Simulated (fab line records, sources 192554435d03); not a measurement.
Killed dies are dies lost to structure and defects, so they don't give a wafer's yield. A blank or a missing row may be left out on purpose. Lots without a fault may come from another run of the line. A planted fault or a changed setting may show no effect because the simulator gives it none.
Split-lot experiment | flow n5_finfet | 7 lots, 21 wafers read, on a route of 1938 steps

THE SPLIT
At N5_BEOL_M5_VIA_ETCH_34 (etches SiCOH lowk in C4F6/O2, target depth 88.3 nm, time 39.2 s), the setting bias_w was moved away from the recipe's 185 W on 7 of the 21 wafers read, by -17.2% to +16.8%. The other wafers ran this setting at the recipe's value.

The reading is taken at the split's own step.

THE READING
rf_vpp_V, in V, at N5_BEOL_M5_VIA_ETCH_34 (etches SiCOH lowk in C4F6/O2, target depth 88.3 nm, time 39.2 s). Fault-free wafers of this fab line usually give 659 V, standard deviation 13 V.

wafer  | tool, chamber at the split | bias_w as run, W | against the recipe | rf_vpp_V, V | against lot-mates on the recipe
L083.1 | rie_diel-05, 1             | 185              | recipe             | 670         | -
L083.3 | rie_diel-05, 3             | 153.1            | -17.2%             | 573         | -97
L083.5 | rie_diel-05, 0             | 153.1            | -17.2%             | 561         | -109
L080.2 | rie_diel-01, 2             | 216              | +16.8%             | 741         | +86
L080.4 | rie_diel-01, 1             | 216              | +16.8%             | 769         | +114
L080.5 | rie_diel-01, 2             | 185              | recipe             | 655         | -
L079.1 | rie_diel-01, 1             | 185              | recipe             | 680         | -
L079.3 | rie_diel-01, 3             | 193.8            | +4.8%              | 663         | -6
L079.4 | rie_diel-01, 0             | 185              | recipe             | 658         | -
L082.1 | rie_diel-05, 3             | 185              | recipe             | 667         | -
L082.5 | rie_diel-05, 0             | 185              | recipe             | 652         | -
L082.6 | rie_diel-05, 1             | 176.6            | -4.5%              | 645         | -14
L092.2 | rie_diel-05, 1             | 185              | recipe             | 668         | -
L092.4 | rie_diel-05, 2             | 185              | recipe             | 648         | -
L092.5 | rie_diel-05, 1             | 185              | recipe             | 668         | -
L094.3 | rie_diel-05, 0             | 216              | +16.8%             | 736         | +78
L094.4 | rie_diel-05, 1             | 185              | recipe             | 669         | -
L094.6 | rie_diel-05, 2             | 185              | recipe             | 648         | -
L096.1 | rie_diel-06, 2             | 185              | recipe             | 641         | -
L096.4 | rie_diel-06, 2             | 185              | recipe             | 641         | -
L096.6 | rie_diel-06, 3             | 185              | recipe             | 672         | -

THE FIT
A straight line over all 21 wafers: rf_vpp_V changes by +5.24 V for each +1% of bias_w; r = +0.96; the points scatter about the line by 13 V.
The same after taking each lot's own level away (the mean of its wafers on the recipe; 21 wafers): +5.59 V for each +1%; r = +0.96; scatter 14 V.
On that fit, the largest move of bias_w shifts the reading by 96 V.
The lots' own levels span 651.3 to 670.0 V, that is 1.4 times the standard deviation above.
So the lot-to-lot level changes the slope little: the two slopes agree.
Check: with one of the wafers moved furthest among these (-17.2%) left out of the fit, the line predicts -98.6 V for it against its lot-mates. It came out at -97 V against them.
Tool readings at the split's step, against how far the setting was moved: rf_vpp_V r = +0.96.

OTHER SPLITS ON THESE WAFERS
These wafers also went through other splits before the reading. Each is held against what the fit with the lots' levels taken away leaves over:
other split on the same wafers | wafers away from the commonest value | r with rf_vpp_V (lot level and that fit taken away)
N5_BEOL_M5_EXPOSE_25 dose_mj   | 11                                   | -0.17

THE FILE'S OWN FIT
rf_vpp_V changes by +5.3 V for each +1% of bias_w, r = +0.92.
